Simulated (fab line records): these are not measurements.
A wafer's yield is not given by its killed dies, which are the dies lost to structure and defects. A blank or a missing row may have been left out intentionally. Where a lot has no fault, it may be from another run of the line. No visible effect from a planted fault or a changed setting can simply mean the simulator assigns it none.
Split-lot trial ; flow n5 finfet ; 21 wafers read from 7 lots, route of 1938 steps

## THE SPLIT
At N5_SD_EPI_P_EPI_21 (deposits SiGe:B, time 355 s), the setting time s was moved away from the recipe's 355 s on 8 of the 21 wafers read, by -17.7% to -7.4%. This setting was run at the recipe's value on the other wafers.

## FROM THE SPLIT ON TO THE READING: in between, the file shows 1 step
- N5_SD_EPI_P_EPI_MEAS_23

## THE READING
SiGe-B_of_SD_EPI_P_EPI_21.thk nm (the simulator's own value, which no gauge read), in nm, at N5_SD_EPI_P_HM_STRIP_48 (strips SiNx in H3PO4, material SiNx, target depth 3 nm). The file gives no usual value for it. Across the 13 wafers here that went through the recipe, the average is 60.4 nm and the standard deviation 0.26 nm.

wafer;tool, chamber at the split;time s as run, s;against the recipe;SiGe-B_of_SD_EPI_P_EPI_21.thk nm, nm;against lot-mates on the recipe
L075.1;epi rpcvd-01, 0;355;recipe;60.4;-
L075.5;epi rpcvd-01, 0;355;recipe;60.2;-
L075.6;epi rpcvd-01, 0;355;recipe;60.8;-
L076.1;epi rpcvd-02, 0;319.9;-9.9%;56.4;-4.4
L076.6;epi rpcvd-02, 0;319.9;-9.9%;56.4;-4.4
L076.3;epi rpcvd-02, 0;355;recipe;60.8;-
L078.4;epi rpcvd-02, 0;355;recipe;60.4;-
L078.5;epi rpcvd-02, 0;328.5;-7.5%;57;-3.4
L078.6;epi rpcvd-02, 0;328.5;-7.5%;56.6;-3.8
L081.2;epi rpcvd-02, 0;355;recipe;60.6;-
L081.5;epi rpcvd-02, 0;355;recipe;60.6;-
L081.4;epi rpcvd-02, 0;355;recipe;60.2;-
L085.1;epi rpcvd-02, 0;328.8;-7.4%;58.4;-2.2
L085.3;epi rpcvd-02, 0;328.8;-7.4%;57.4;-3.2
L085.5;epi rpcvd-02, 0;355;recipe;60.6;-
L090.1;epi rpcvd-02, 0;355;recipe;60.4;-
L090.4;epi rpcvd-02, 0;355;recipe;60.4;-
L090.5;epi rpcvd-02, 0;355;recipe;60.6;-
L095.1;epi rpcvd-01, 0;292.1;-17.7%;53;-6.8
L095.2;epi rpcvd-01, 0;355;recipe;59.8;-
L095.3;epi rpcvd-01, 0;292.1;-17.7%;54.2;-5.6

FIT RESULTS
A straight line over all 21 wafers: SiGe-B_of_SD_EPI_P_EPI_21.thk nm changes by +0.395 nm for each +1% of time s; r = +0.98; the points scatter about the line by 0.43 nm.
The same after taking each lot's own level away (the mean of its wafers on the recipe; 21 wafers): +0.376 nm for each +1%; r = +0.98; scatter 0.46 nm.
The reading moves by 6.7 nm for the largest change in time s, on that fit.
Across the lots, their own levels run from 59.80 to 60.80 nm, a range of 3.8 times the standard deviation given above.
The two slopes agree, so the slope changes little with the lot-to-lot level.
Check: with one of the wafers moved furthest among these (-17.7%) left out of the fit, the line predicts -6.74 nm for it against its lot-mates. Against them it came out at -6.8 nm.

## OTHER SPLITS APPLIED TO THESE WAFERS
Note: prior to the reading, these wafers also went through further splits. Each is held against what the fit with the lots' levels taken away leaves over:
other split on the same wafers;wafers away from the commonest value;r with SiGe-B_of_SD_EPI_P_EPI_21.thk nm (lot level and that fit taken away)
N5_WELL_APT_COAT_19 spin rpm;7;+0.11
N5_WELL_APT_EXPOSE_22 dose mj;11;-0.02
N5_PMOS_HMC_CHANNEL_EPI_COAT_31 spin rpm;7;+0.38
N5_PMOS_HMC_CHANNEL_EPI_PEB_07 peb temp c;8;-0.24

## THE WHOLE CHAIN: every reading that the file lists as answering this split, in the file's order
step;what it does;reading;change (the file's fit);r (the file's)
N5_SD_EPI_P_EPI_21;deposits SiGe:B, time 355 s;SiGe-B_of_SD_EPI_P_EPI_21.thk nm (the simulator's own value, which no gauge read);+0.385 nm for each +1% of the setting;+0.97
N5_SD_EPI_P_EPI_MEAS_23;;thk nm;withheld for each +1% of the setting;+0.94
N5_SD_EPI_P_HM_STRIP_48;strips SiNx in H3PO4, material SiNx, target depth 3 nm;SiGe-B_of_SD_EPI_P_EPI_21.thk nm (the simulator's own value, which no gauge read);+0.384 nm for each +1% of the setting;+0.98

## FILE'S OWN FIT
SiGe-B_of_SD_EPI_P_EPI_21.thk nm changes by +0.384 nm for each +1% of time s, r = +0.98.
